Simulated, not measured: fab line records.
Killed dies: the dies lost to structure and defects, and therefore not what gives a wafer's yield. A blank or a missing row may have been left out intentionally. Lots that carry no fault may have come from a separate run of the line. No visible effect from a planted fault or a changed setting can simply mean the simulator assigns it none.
Chamber matching ; flow nand harc ; 3 sister chambers for NHARC_A_STAIRCASE_DEP_280 on pecvd-01
The step deposits SiON, target thk 30 nm. 6 wafers are shown with their chamber, then 7 later ones without.

== WAFERS WITH THEIR CHAMBER ==
wafer;chamber;heater power w (W);rf fwd power W (W)
L082.4;2;674;349.2
L081.2;0;736;349.2
L081.4;1;827;347.3
L081.5;0;716;348.3
L086.1;1;788;348.6
L086.2;2;608;348.9

== WAFERS WHOSE CHAMBER IS MISSING ==
wafer;heater power w (W);rf fwd power W (W)
L086.5;619;348.4
L087.1;812;348.5
L087.2;702;347.8
L087.6;824;348.0
L097.1;708;348.3
L097.3;737;348.6
L097.4;726;348.5

== THE CHAMBER EACH PASSED THROUGH ==
wafer;from the rows above;in truth
L086.5;2;2
L087.1;can't be placed: 1 or 0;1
L087.2;can't be placed: 0 or 2 or 1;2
L087.6;1;1
L097.1;can't be placed: 0 or 2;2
L097.3;can't be placed: 0 or 1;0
L097.4;0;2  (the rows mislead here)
2 of 7 placed correctly. From these rows, 4 cannot be placed; in 4 the true chamber is one of the candidates. Placed wrongly: 1.
How it was worked out, from the rows above alone: a wafer's distance from a chamber is the root of the sum, over the readings, of the square of ((its reading less the chamber's mean) divided by the reading's scatter). If the next closest chamber is less than 2 further off than the closest, the wafer can't be placed; otherwise it belongs to the closest. For every chamber, the mean is computed from those of its wafers that are shown. The scatter: the root of (the sum of the squares of (reading less its chamber's mean) over the shown wafers, divided by (wafers less chambers)).
